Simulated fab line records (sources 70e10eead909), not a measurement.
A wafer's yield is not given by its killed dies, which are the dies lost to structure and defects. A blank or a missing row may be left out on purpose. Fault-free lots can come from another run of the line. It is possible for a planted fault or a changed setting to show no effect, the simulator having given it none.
A lot that was struck, set against a sound lot | flow nand_harc | 41 steps out of a route of 1302
Sound: wafers L530.3, L530.5, L530.6. Wafers L542.1, L542.2, L542.4 were the ones struck. At the end, the cause is stated.
Each step with rows lists, per side, the tool, then ch with its chambers, then its first start. Under that, the readings that differ: sound wafers | struck wafers | difference of the means | sigmas: that difference in standard deviations of wafers without a fault.
alike: words and numbers the same on both sides, and readings whose means are apart by under 2 such deviations; not compared: readings that were withheld, readings missing a value for some wafer, numbers with overlapping values and no deviation given by the record, and bounds like >300 which may hide the same value.
A row with sigmas, a row that says differs or no value, or rows on one side alone: a step with any of these is where the two part. When numbers do not overlap yet have no deviation, they are printed without sigmas and do not part them. Lack of a reading on every wafer of one side parts them only where that side has two or more wafers.

first, 3 steps without rows for these wafers: NHARC_P_M2_EXPOSE_06 (exposes mask P M2, target cd 170 nm); NHARC_P_M2_PEB_07 (peb time 65 s); NHARC_P_M2_DEVELOP_08 (develop time 35 s).
NHARC_P_M2_CD_MEAS_09: the cd target is 170 nm.
  sound on cd_sem-03 ch 0, day 6 04:55; struck on cd_sem-02 ch 0, day 11 11:26
  alike: cd_nm
NHARC_P_M2_OVL_MEAS_10: pitch 340 nm.
  sound on overlay-01, day 6 05:00; struck on overlay-02, day 11 11:31
  alike: overlay_x_nm, overlay_y_nm
NHARC_P_M2_INSPECT_11:
  sound on defect_inspect-01, day 6 05:02; struck on defect_inspect-02, day 11 11:34
  alike: raw_defect_count
NHARC_P_M2_DESCUM_14: chemistry O2, time 3 s.
  sound on rie_diel-09 ch 0,1,3, day 6 05:07; struck on rie_diel-11 ch 0,1,2, day 11 11:37
  alike: drypump_motor_current_A, oes_product_au, rf_vpp_V, showerhead_plenum_p_Torr, throttle_valve_pct
  not compared: rf_hours_counter_h
then, 1 step without rows for these wafers: NHARC_P_M2_ETCH_35 (etches the open film in N2/H2, target depth 40 nm, overetch 12 nm, time 43.94 s).
NHARC_P_M2_ETCH_15: etches the open film in C4F8/Ar, target depth 182.5 nm, time 91.2 s.
  sound: rie_diel-09 ch 0,3; struck: rie_diel-11 ch 1,2,3
  alike: oes_product_au, rf_vpp_V
  not compared: rf_hours_counter_h
NHARC_P_M2_CD_MEAS_16:
  sound on cd_sem-03, day 6 05:24; struck on cd_sem-01, day 11 11:55
  alike: cd_nm
NHARC_P_M2_STRIP_18: strips in N2/H2.
  sound on rie_diel-11 ch 0,1, day 6 05:30; struck on rie_diel-09 ch 0,1,2, day 11 12:02
  alike: drypump_motor_current_A, n2_flow_sccm, oes_product_au, rf_vpp_V, showerhead_plenum_p_Torr, throttle_valve_pct
  not compared: rf_hours_counter_h
NHARC_P_M2_ETCH_28: etches the open film in CF4/N2, target depth 30 nm, time 72.99 s.
  sound: rie_diel-11 ch 1,2,3; struck: rie_diel-09 ch 0,1,3
  alike: drypump_motor_current_A, n2_flow_sccm, oes_product_au, rf_vpp_V, showerhead_plenum_p_Torr, throttle_valve_pct
  not compared: rf_hours_counter_h
NHARC_P_M2_STRIP_19: strips in post etch residue remover, time 600 s.
  sound on wet_bench-10 ch 1,2,7, day 6 05:53; struck on wet_bench-10 ch 0,4,5, day 11 12:23
then, 3 steps without rows for these wafers: NHARC_P_M2_DEGAS_29 (time 60 s); NHARC_P_M2_PRE_CLEAN_30 (time 30 s); NHARC_P_M2_PVD_20 (deposits TaN, target thk 5 nm, time 8.06 s).
NHARC_P_M2_PVD_21: deposits Cu, target thk 30 nm, time 20.49 s.
  sound on pvd_sputter-03; struck on pvd_sputter-03
  alike: substrate_temp_c, throttle_valve_pct
then, 3 steps without rows for these wafers: NHARC_P_M2_ECD_22 (material Cu, target thk 400 nm); NHARC_P_M2_ANNEAL_31 (time 90 s); NHARC_P_M2_CMP_23 (polishes, t overpolish 20 s, target thk 144.3 nm).
NHARC_P_M2_THK_MEAS_24: measures by xrf.
  sound on film_metro-02, day 6 07:49; struck on film_metro-01, day 11 14:03
  alike: thk_nm
then, 5 steps without rows for these wafers: NHARC_P_M2_SRD_25; NHARC_P_M2_PRE_CLEAN_32 (time 12 s); NHARC_P_M2_DEP_33 (deposits SiCN, target thk 30 nm); NHARC_P_BONDPAD_DEP_00 (deposits SiCN, target thk 250 nm); NHARC_P_BONDPAD_CMP_32 (polishes SiCN, target thk 200 nm).
NHARC_P_BONDPAD_THK_MEAS_33: measures by ellipsometry.
  sound on film_metro-02, day 6 09:21; struck on film_metro-02, day 11 15:25
  alike: thk_nm
then, 10 steps without rows for these wafers: NHARC_P_BONDPAD_SRD_34; NHARC_P_BONDPAD_DEHYDRATE_01 (time 120 s); NHARC_P_BONDPAD_HMDS_02 (time 30 s); NHARC_P_BONDPAD_COAT_36 (time 65 s); NHARC_P_BONDPAD_COAT_03 (resist thk 600 nm); NHARC_P_BONDPAD_SOFTBAKE_04 (time 70 s); NHARC_P_BONDPAD_EBR_05; NHARC_P_BONDPAD_EXPOSE_06 (exposes mask P BPAD); NHARC_P_BONDPAD_PEB_07 (peb time 80 s); NHARC_P_BONDPAD_DEVELOP_08 (time 50 s).
NHARC_P_BONDPAD_CD_MEAS_09: the cd target is 500 nm.
  sound on cd_sem-03 ch 0, day 6 09:55; struck on cd_sem-02 ch 0, day 11 15:58
  alike: cd_nm
NHARC_P_BONDPAD_OVL_MEAS_38:
  sound on overlay-01, day 6 10:00; struck on overlay-02, day 11 16:04
  reading           | sound    | struck    | difference | sigmas
  overlay_y_nm (nm) | 15 15 15 | -10 -9 -9 | -24        | -4
  alike: overlay_x_nm
then, 1 step without rows for these wafers: NHARC_P_BONDPAD_HARDBAKE_10 (time 65 s).
-- jump in the record: it breaks off in module P_BONDPAD and resumes in module END (first step shown: number 1302 of the route), and 18 days separate the struck wafers' starts before and after --
NHARC_END_SORT_01:
  only the struck wafers appear in the record here, on prober-01 ch 0 at day 29 20:14; the sound ones have no rows

== WHERE THEY PART ==
Earliest at NHARC_P_BONDPAD_OVL_MEAS_38; latest, in this record, at NHARC_END_SORT_01.

WHY: what the simulator had put in
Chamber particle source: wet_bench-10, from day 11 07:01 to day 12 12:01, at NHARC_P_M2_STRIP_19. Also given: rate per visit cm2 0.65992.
